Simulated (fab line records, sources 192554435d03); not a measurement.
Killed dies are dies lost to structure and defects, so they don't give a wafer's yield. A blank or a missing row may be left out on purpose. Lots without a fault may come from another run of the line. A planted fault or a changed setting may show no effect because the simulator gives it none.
fab line records | flow n5_finfet
record lots=7 wafers=21
route steps=1938 shown SDB@360 HKMG_FIN@395 MOL_CONTACT_COAG@559
start_h: hours from the record's first day to the start of the lot's first wafer shown | wait_h: hours since the lot's step before | " the same as in the row above | L1.1+2: a row that stands for several wafers | - no value, or no start given | * or withheld: withheld | < > ~ a bound
route shown NAME@n: a module of which the file shows steps, and the number in the route of the first | usual: mean/standard deviation of fault-free wafers | same: alike in all rows | chamber/n: place in a boat | sites: the reading at each site | _std_site: their standard deviation | _edge_site: outer sites' mean less inner sites' | radius_mm: how far each site lies from the wafer's centre | mask NAME#n: copy n | behind: the tool/chamber that last shaped the wafer | hold: why the lot was held/for how many hours/how that ended | device: the transistor (n, p or np) that didn't switch | end of line: the same wafers' tests at the end of the route | a step without rows: its recipe alone | killed: dies lost to structure and defects at the first sort, not the wafer's yield | map: a wafer's dies, x killed, . not, _ none there
set.NAME: the setting as run; set.NAME@STEP: as run at that earlier step | model.NAME: the simulator's own value behind a step, which no gauge read
lots whose settings were changed on purpose; a table a step, a row a wafer
## steps
# step N5_SDB_ETCH_17
# recipe chemistry=CF4 target=SiARC target_depth_a=234 mask_material=CAR-ArF time_s=39 ion_energy_ev=80 pressure_mtorr=40 source_w=545 bias_w=36 Ar_flow_sccm=100 cf4_flow_sccm=100 ends=cleared
# usual rf_vpp_V=184.1/1.2
# columns lot.wafer tool chamber start_h wait_h set.bias_w rf_vpp_V
L074.2 rie_diel-03 3 63.93 0.0 36 182.2
L074.3 " 2 " " 36 185.0
L074.5 " 2 " " 36 184.4
L078.3 rie_diel-01 0 90.30 0.0 38.58 192.5
L078.5 " 0 " " 36 184.0
L078.6 " 3 " " 38.58 191.0
L082.3 rie_diel-04 2 111.33 0.0 36 185.6
L082.5 " 1 " " 32.44 172.1
L082.6 " 0 " " 36 184.6
L085.1 rie_diel-04 3 135.86 0.0 36 186.2
L085.2 " 0 " " 36 184.4
L085.6 " 3 " " 38.93 196.0
L090.2 rie_diel-01 0 166.12 0.0 38.24 188.7
L090.4 " 2 " " 36 182.9
L090.5 " 2 " " 38.24 191.1
L091.2 rie_diel-03 3 175.86 0.0 36 183.3
L091.3 " 2 " " 36 185.5
L091.5 " 3 " " 36 183.7
L094.3 rie_diel-03 2 185.28 0.0 36 184.3
L094.4 " 3 " " 36 183.2
L094.5 " 3 " " 36 182.8
# step N5_SDB_ETCH_18
# recipe chemistry=N2/H2 target=SOC target_depth_a=1000 overetch_a=200 mask_material=SiARC temp_c=40 time_s=150 ion_energy_ev=200 pressure_mtorr=30 source_w=840 bias_w=150 n2_flow_sccm=200 h2_flow_sccm=200
# columns lot.wafer tool chamber start_h wait_h set.spin_rpm@SDB_COAT_03 model.etch.depth_nm
L074.2+3 rie_diel-03 3,2 63.97 0.0 1500 100.3
L074.5 " 2 " " 1500 100.1
L078.3 rie_diel-01 0 90.34 0.0 1500 100.3
L078.5 " 0 " " 1500 100.1
L078.6 " 3 " " 1445 101.7
L082.3+5 rie_diel-04 2,1 111.36 0.0 1422 102.5
L082.6 " 0 " " 1500 99.76
L085.1 rie_diel-04 3 135.90 0.0 1500 100.6
L085.2 " 0 " " 1500 100.7
L085.6 " 3 " " 1500 100.8
L090.2 rie_diel-01 0 166.16 0.0 1500 100.4
L090.4 " 2 " " 1500 99.94
L090.5 " 2 " " 1500 100.3
L091.2 rie_diel-03 2 175.89 0.0 1500 99.69
L091.3 " 3 " " 1370 104.4
L091.5 " 2 " " 1500 99.96
L094.3 rie_diel-03 2 185.32 0.0 1500 100.3
L094.4 " 3 " " 1500 100.1
L094.5 " 3 " " 1500 100.2
# step N5_SDB_STRIP_19
# recipe chemistry=N2/H2 temp_c=40 n2_flow_sccm=200 h2_flow_sccm=200 rf_frequency_hz=6e+07
# step N5_SDB_STRIP_21
# recipe chemistry=CF4 resist=SiARC power_w=300 bias_power_w=75 pressure_mtorr=50 cf4_flow_sccm=150 rf_frequency_hz=6e+07
# step N5_SDB_HM_OPEN_20
# recipe chemistry=CH3F/O2 target=SiNx mask_material=SOC target_depth_a=240 stop_on=poly-Si over_etch_frac=0.4 ion_energy_ev=120 pressure_mtorr=30 source_w=395 bias_w=73 Ar_flow_sccm=150 CH3F_flow_sccm=30 O2_flow_sccm=20
# columns lot.wafer tool chamber start_h wait_h set.spin_rpm@SDB_COAT_03 model.SOC_of_SDB_COAT_03.thk_nm
L074.2+3 rie_diel-03 3,2 64.12 0.0 1500 84.4
L074.5 " 2 " " 1500 84
L078.3 rie_diel-01 0 90.49 0.0 1500 84.2
L078.5 " 0 " " 1500 84
L078.6 " 3 " " 1445 85.4
L082.3 rie_diel-04 2 111.52 0.0 1422 86.8
L082.5 " 1 " " 1422 86.6
L082.6 " 0 " " 1500 83.6
L085.1+6 rie_diel-04 3 136.06 0.0 1500 84.6
L085.2 " 0 " " 1500 84.2
L090.2 rie_diel-01 0 166.31 0.0 1500 84.4
L090.4 " 2 " " 1500 84.2
L090.5 " 2 " " 1500 84.6
L091.2+5 rie_diel-03 2,1 176.13 0.0 1500 83.8
L091.3 " 2 " " 1370 88.4
L094.3 rie_diel-03 2 185.47 0.0 1500 84.4
L094.4+5 " 3 " " 1500 84.2
# step N5_SDB_STRIP_22
# recipe chemistry=N2/H2 power_w=1000 temp_c=250 h2_frac=0.65 overash_fraction=0.3 pressure_mtorr=withheld n2_flow_sccm=1750 h2_flow_sccm=3250
# usual strip_time_to_endpoint_s=96.3/0.35
# columns lot.wafer tool chamber start_h wait_h set.spin_rpm@SDB_COAT_03 strip_time_to_endpoint_s
L074.2 plasma_asher-02 0 64.20 0.1 1500 96.6
L074.3 " 0 " " 1500 96.6
L074.5 " 0 " " 1500 96.2
L078.3 plasma_asher-02 1 90.61 0.1 1500 96.4
L078.5 " 0 " " 1500 96.3
L078.6 " 1 " " 1445 97.5
L082.3 plasma_asher-01 1 111.64 0.1 1422 98.8
L082.5 " 0 " " 1422 98.6
L082.6 " 1 " " 1500 95.7
L085.1 plasma_asher-01 1 136.14 0.1 1500 96.7
L085.2 " 0 " " 1500 96.4
L085.6 " 1 " " 1500 96.8
L090.2 plasma_asher-02 0 166.39 0.1 1500 96.6
L090.4 " 1 " " 1500 96.5
L090.5 " 1 " " 1500 96.7
L091.2 plasma_asher-01 1 176.25 0.1 1500 96.0
L091.3 " 0 " " 1370 100.4
L091.5 " 0 " " 1500 96.0
L094.3 plasma_asher-01 1 185.60 0.1 1500 96.6
L094.4 " 0 " " 1500 96.3
L094.5 " 0 " " 1500 96.3
# step N5_HKMG_FIN_EXPOSE_46
# recipe mask_id=NDIPOLE na=1.35 source_shape=conventional sigma_outer=0.8 polarization=unpolarized dose_mj=40
# columns lot.wafer tool chamber start_h wait_h mask set.dose_mj
L074.2+3+5 arfi_scanner-01 0 69.31 - NDIPOLE#0 40
L078.3 arfi_scanner-02 0 95.95 - NDIPOLE#0 38.92
L078.5+6 " 0 " " NDIPOLE#0 40
L082.3+5 arfi_scanner-01 0 116.89 - NDIPOLE#0 40
L082.6 " 0 " " NDIPOLE#0 37.38
L085.1+2 arfi_scanner-01 0 141.17 - NDIPOLE#0 40
L085.6 " 0 " " NDIPOLE#0 42.83
L090.2 arfi_scanner-03 0 171.51 - NDIPOLE#0 40
L090.4+5 " 0 " " NDIPOLE#0 42.86
L091.2 arfi_scanner-03 0 181.77 - NDIPOLE#0 37.3
L091.3+5 " 0 " " NDIPOLE#0 40
L094.3+4+5 arfi_scanner-01 0 191.00 - NDIPOLE#0 40
# step N5_HKMG_FIN_PEB_47
# recipe peb_temp_c=withheld peb_time_s=60 resist=CAR-ArF
# step N5_HKMG_FIN_DEVELOP_48
# recipe develop_time_s=30 developer=TMAH resist=CAR-ArF rinse_liquid=diw dry=air_spin dev_temp_c=23
# step N5_HKMG_FIN_CD_MEAS_49
# recipe target_cd_nm=202 landing_energy_ev=500 detector=se_inlens polarity=opening
# usual cd_nm=202.0/0.64
# columns lot.wafer tool chamber start_h wait_h set.dose_mj@HKMG_FIN_EXPOSE_46 cd_nm
L074.2 cd_sem-01 0 69.43 - 40 201.7
L074.3 " 0 " " 40 202.1
L074.5 " 0 " " 40 202.1
L078.3 cd_sem-03 0 96.07 - 38.92 201.1
L078.5 " 0 " " 40 202.8
L078.6 " 0 " " 40 202.2
L082.3 cd_sem-03 0 117.00 - 40 201.1
L082.5 " 0 " " 40 201.7
L082.6 " 0 " " 37.38 198.0
L085.1 cd_sem-02 0 141.30 - 40 201.1
L085.2 " 0 " " 40 202.2
L085.6 " 0 " " 42.83 205.3
L090.2 cd_sem-01 0 171.63 - 40 203.2
L090.4 " 0 " " 42.86 207.5
L090.5 " 0 " " 42.86 207.8
L091.2 cd_sem-03 0 181.89 - 37.3 199.1
L091.3 " 0 " " 40 202.9
L091.5 " 0 " " 40 202.8
L094.3 cd_sem-03 0 191.11 - 40 202.7
L094.4 " 0 " " 40 202.1
L094.5 " 0 " " 40 202.3
# step N5_HKMG_FIN_DESCUM_53
# recipe chemistry=O2 time_s=7.9 source_power_w=50 bias_power_w=20 pressure_mtorr=20 rf_frequency_hz=2.712e+07 temp_c=40 resist=CAR-ArF o2_flow_sccm=225
# step N5_HKMG_FIN_ETCH_54
# recipe chemistry=CF4 target=SiARC target_depth_a=455 mask_material=CAR-ArF time_s=75.8 ion_energy_ev=80 pressure_mtorr=40 source_w=545 bias_w=36 Ar_flow_sccm=100 cf4_flow_sccm=100 ends=cleared
# columns lot.wafer tool chamber start_h wait_h set.dose_mj@HKMG_FIN_EXPOSE_46 model.HKMG_FIN.cd_offset_nm
L074.2 rie_diel-01 1 69.55 0.0 40 0
L074.3+5 " 0,1 " " 40 0.2
L078.3 rie_diel-01 2 96.19 0.0 38.92 -0.8
L078.5 " 2 " " 40 0.8
L078.6 " 1 " " 40 0.4
L082.3 rie_diel-04 0 117.12 0.0 40 -1
L082.5 " 1 " " 40 -0.4
L082.6 " 2 " " 37.38 -4.6
L085.1 rie_diel-03 3 141.43 0.0 40 -0.6
L085.2 " 0 " " 40 0
L085.6 " 3 " " 42.83 3.6
L090.2 rie_diel-01 3 171.76 0.0 40 1.2
L090.4+5 " 1,2 " " 42.86 5.4
L091.2 rie_diel-03 1 182.04 0.0 37.3 -3.2
L091.3 " 0 " " 40 1.2
L091.5 " 0 " " 40 1
L094.3 rie_diel-04 2 191.23 0.0 40 0.4
L094.4 " 1 " " 40 0
L094.5 " 0 " " 40 0.2
# step N5_HKMG_FIN_ETCH_55
# recipe chemistry=N2/H2 target=SOC target_depth_a=2400 temp_c=40 time_s=300 ion_energy_ev=200 mask_material=SiARC pressure_mtorr=30 source_w=840 bias_w=150 n2_flow_sccm=200 h2_flow_sccm=200
# usual rf_vpp_V=524.4/2.7
# columns lot.wafer tool chamber start_h wait_h set.bias_w rf_vpp_V model.HKMG_FIN.feature_depth_nm model.etch.depth_nm model.SiARC_of_HKMG_FIN_COAT_42.thk_nm
L074.2 rie_diel-01 1 69.61 0.0 150 523.6 240 239.9 21.2
L074.3 " 0 " " 150 521.9 240.6 240.6 21
L074.5 " 1 " " 150 523.6 239 239 21.2
L078.3 rie_diel-01 2 96.24 0.0 150 523.0 230.8 230.8 21.8
L078.5 " 2 " " 176.3 580.7 250.6 250.6 19
L078.6 " 1 " " 176.3 579.9 258.2 258.2 18.4
L082.3 rie_diel-04 0 117.18 0.0 150 522.7 242.8 242.8 21
L082.5 " 1 " " 150 528.7 238.4 238.4 21
L082.6 " 2 " " 150 528.4 235 235.1 21.4
L085.1 rie_diel-03 3 141.49 0.0 125.1 465.0 220 219.9 24.2
L085.2 " 0 " " 150 523.5 233.4 233.4 21.2
L085.6 " 3 " " 150 521.1 240.2 240.2 21.2
L090.2 rie_diel-01 3 171.81 0.0 169 562.3 262.4 262.4 18.4
L090.4 " 1 " " 169 563.5 257.2 257.1 18.8
L090.5 " 2 " " 150 523.1 233.8 233.8 21.6
L091.2 rie_diel-03 1 182.09 0.0 125.7 466.6 221 221 24.2
L091.3 " 0 " " 150 522.5 243 243.1 20.8
L091.5 " 0 " " 150 522.4 243.8 243.9 20.8
L094.3 rie_diel-04 2 191.29 0.0 150 526.7 233.8 233.7 21.6
L094.4 " 1 " " 150 528.1 236.8 236.8 21.2
L094.5 " 0 " " 150 522.4 243.8 243.8 21.2
# step N5_MOL_CONTACT_COAG_ALD_27
# recipe material=SiOC target_thk_a=170 temp_c=400 ald_precursor_family=carbosiloxane ald_co_reactant=H2-plasma pulse_time_s=1.5 time_s=2720 purge_time_s=2 co_reactant_purge_time_s=2 ald_cycles=340 pressure_torr=2
# columns lot.wafer tool chamber start_h wait_h set.time_s model.SiOC_of_MOL_CONTACT_COAG_ALD_27.thk_nm
L074.2+3 ald_sin-02 0,3 93.83 0.6 2720 17
L074.5 " 3 " " 3307 17
L078.3 ald_sin-03 2 118.57 0.0 2720 17.2
L078.5+6 " 0,3 " " 2720 17
L082.3+5 ald_sin-03 3,1 140.40 0.0 2720 17
L082.6 " 2 " " 2720 17.2
L085.1 ald_sin-03 3 164.62 0.0 2720 17
L085.2 " 2 " " 2469 15.4
L085.6 " 0 " " 2720 17.2
L090.2 ald_sin-03 2 194.09 0.3 2720 17
L090.4+5 " 1 " " 2318 14.6
L091.2+5 ald_sin-01 0,1 207.73 0.0 2337 14.6
L091.3 " 1 " " 2720 17
L094.3+4+5 ald_sin-03 2,3,2 215.69 0.0 2720 17
# step N5_MOL_CONTACT_COAG_EXPOSE_81
# recipe mask_id=VG na=0.33 source_shape=annular sigma_inner=0.3 sigma_outer=0.7 polarization=unpolarized defocus_nm=0 dose_mj=59.5
# columns lot.wafer tool chamber start_h wait_h mask set.dose_mj
L074.2+5 euv_scanner-02 0 97.21 - VG#0 61.13
L074.3 " 0 " " VG#0 59.5
L078.3 euv_scanner-02 0 121.33 - VG#0 63.07
L078.5+6 " 0 " " VG#0 59.5
L082.3+5 euv_scanner-01 0 143.15 - VG#0 63.88
L082.6 " 0 " " VG#0 59.5
L085.1+2 euv_scanner-02 0 167.27 - VG#0 59.5
L085.6 " 0 " " VG#0 61.7
L090.2+4+5 euv_scanner-02 0 196.70 - VG#0 59.5
L091.2+3+5 euv_scanner-02 0 211.13 - VG#0 59.5
L094.3+4+5 euv_scanner-02 0 218.31 - VG#0 59.5
# step N5_MOL_CONTACT_COAG_PEB_82
# recipe peb_temp_c=100 peb_time_s=60 resist=CAR-EUV
# step N5_MOL_CONTACT_COAG_DEVELOP_83
# recipe develop_time_s=30 developer=TMAH resist=CAR-EUV rinse_liquid=surfactant_rinse dry=air_spin dev_temp_c=23
# step N5_MOL_CONTACT_COAG_CD_MEAS_84
# recipe target_cd_nm=25.1 landing_energy_ev=500 detector=se_inlens polarity=opening
# usual cd_nm=25.08/0.23
# columns lot.wafer tool chamber start_h wait_h set.dose_mj@MOL_CONTACT_COAG_EXPOSE_81 cd_nm
L074.2 cd_sem-02 0 97.34 - 61.13 25.56
L074.3 " 0 " " 59.5 24.97
L074.5 " 0 " " 61.13 25.15
L078.3 cd_sem-01 0 121.45 - 63.07 26.37
L078.5 " 0 " " 59.5 24.62
L078.6 " 0 " " 59.5 25.11
L082.3 cd_sem-03 0 143.28 - 63.88 26.23
L082.5 " 0 " " 63.88 26.61
L082.6 " 0 " " 59.5 24.95
L085.1 cd_sem-02 0 167.41 - 59.5 24.78
L085.2 " 0 " " 59.5 24.98
L085.6 " 0 " " 61.7 25.80
L090.2 cd_sem-03 0 196.84 - 59.5 24.84
L090.4 " 0 " " 59.5 25.13
L090.5 " 0 " " 59.5 25.13
L091.2 cd_sem-03 0 211.27 - 59.5 24.96
L091.3 " 0 " " 59.5 25.08
L091.5 " 0 " " 59.5 24.88
L094.3 cd_sem-02 0 218.43 - 59.5 25.10
L094.4 " 0 " " 59.5 25.11
L094.5 " 0 " " 59.5 24.59
# step N5_MOL_CONTACT_COAG_ETCH_91
# recipe chemistry=N2/H2 target=SOC target_depth_a=600 overetch_a=210 mask_material=SiARC temp_c=40 time_s=101.2 ion_energy_ev=200 pressure_mtorr=30 source_w=840 bias_w=150 n2_flow_sccm=200 h2_flow_sccm=200
# columns lot.wafer tool chamber start_h wait_h set.time_s model.SiARC_of_MOL_CONTACT_COAG_COAT_76.thk_nm
L074.2 rie_diel-04 3 97.91 0.0 101.2 5.8
L074.3 " 2 " " 101.2 6
L074.5 " 3 " " 121.7 5
L078.3+6 rie_diel-01 0,1 121.94 0.0 101.2 5.8
L078.5 " 2 " " 101.2 6
L082.3 rie_diel-04 2 143.98 0.0 101.2 6
L082.5+6 " 3,0 " " 101.2 5.8
L085.1+2+6 rie_diel-03 1,2,3 168.01 0.0 93.22 6.2
L090.2 rie_diel-01 3 197.35 0.0 119.9 5
L090.4 " 2 " " 101.2 6
L090.5 " 3 " " 101.2 5.6
L091.2 rie_diel-04 3 212.15 0.0 91.77 6.2
L091.3 " 0 " " 101.2 5.8
L091.5 " 2 " " 101.2 6
L094.3+4 rie_diel-03 3 218.91 0.0 101.2 5.8
L094.5 " 0 " " 101.2 5.6
# step N5_MOL_CONTACT_COAG_STRIP_92
# recipe chemistry=N2/H2 temp_c=40 n2_flow_sccm=200 h2_flow_sccm=200 rf_frequency_hz=6e+07
# step N5_MOL_CONTACT_COAG_STRIP_93
# recipe chemistry=N2/H2 temp_c=40 n2_flow_sccm=200 h2_flow_sccm=200 rf_frequency_hz=6e+07
# step N5_MOL_CONTACT_COAG_PRECLEAN_144
# recipe chemistry=alkaline_clean temp_c=60 time_s=60 do_ppb=50
# step N5_MOL_CONTACT_COAG_SRD_145
# recipe dry=ipa_marangoni time_s=30 temp_c=23 rinse_liquid=diw
# step N5_MOL_CONTACT_COAG_CD_MEAS_137
# recipe target_cd_nm=16
# usual cd_nm=15.87/0.28
# columns lot.wafer tool chamber start_h wait_h set.dose_mj@MOL_CONTACT_COAG_EXPOSE_81 cd_nm
L074.2 cd_sem-02 - 98.37 0.0 61.13 16.54
L074.3 " - " " 59.5 15.47
L074.5 " - " " 61.13 16.76
L078.3 cd_sem-01 - 122.41 0.0 63.07 17.03
L078.5 " - " " 59.5 16.30
L078.6 " - " " 59.5 16.29
L082.3 cd_sem-02 - 144.44 0.0 63.88 17.25
L082.5 " - " " 63.88 17.14
L082.6 " - " " 59.5 15.63
L085.1 cd_sem-01 - 168.47 0.0 59.5 16.02
L085.2 " - " " 59.5 15.56
L085.6 " - " " 61.7 16.92
L090.2 cd_sem-02 - 197.81 0.0 59.5 16.24
L090.4 " - " " 59.5 15.61
L090.5 " - " " 59.5 16.22
L091.2 cd_sem-03 - 212.61 0.0 59.5 15.95
L091.3 " - " " 59.5 15.69
L091.5 " - " " 59.5 15.85
L094.3 cd_sem-02 - 219.37 0.0 59.5 15.97
L094.4 " - " " 59.5 15.95
L094.5 " - " " 59.5 15.56
## key
split step=N5_SDB_ETCH_17 setting=bias_w stated=36 by=wafer
response step=N5_SDB_ETCH_17 reading=rf_vpp_V change=+1.23 per=1% r=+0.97
split step=N5_HKMG_FIN_EXPOSE_46 setting=dose_mj stated=40 by=wafer
response step=N5_HKMG_FIN_CD_MEAS_49 reading=cd_nm change=+0.556 per=1% r=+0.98
response step=N5_HKMG_FIN_ETCH_54 reading=model.HKMG_FIN.cd_offset_nm change=+0.589 per=1% r=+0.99
split step=N5_HKMG_FIN_ETCH_55 setting=bias_w stated=150 by=wafer
response step=N5_HKMG_FIN_ETCH_55 reading=rf_vpp_V change=+3.35 per=1% r=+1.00
response step=N5_HKMG_FIN_ETCH_55 reading=model.HKMG_FIN.feature_depth_nm change=+1.38 per=1% r=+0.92
response step=N5_HKMG_FIN_ETCH_55 reading=model.etch.depth_nm change=+1.38 per=1% r=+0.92
response step=N5_HKMG_FIN_ETCH_55 reading=model.SiARC_of_HKMG_FIN_COAT_42.thk_nm change=-0.196 per=1% r=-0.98
split step=N5_MOL_CONTACT_COAG_ALD_27 setting=time_s stated=2720 by=wafer
response step=N5_MOL_CONTACT_COAG_ALD_27 reading=model.SiOC_of_MOL_CONTACT_COAG_ALD_27.thk_nm shape=bent at_lowest=14.6 at_stated=17.04 at_highest=17
split step=N5_MOL_CONTACT_COAG_EXPOSE_81 setting=dose_mj stated=59.5 by=wafer
response step=N5_MOL_CONTACT_COAG_CD_MEAS_84 reading=cd_nm change=+0.218 per=1% r=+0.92
response step=N5_MOL_CONTACT_COAG_CD_MEAS_137 reading=cd_nm change=+0.21 per=1% r=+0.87
split step=N5_MOL_CONTACT_COAG_ETCH_91 setting=time_s stated=101.2 by=wafer
response step=N5_MOL_CONTACT_COAG_ETCH_91 reading=model.SiARC_of_MOL_CONTACT_COAG_COAT_76.thk_nm change=-0.0427 per=1% r=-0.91
split outside_this_file step=N5_SDB_COAT_03 setting=spin_rpm
# split outside_this_file: this setting was split too, and the file shows its column; the key of that split is in another file
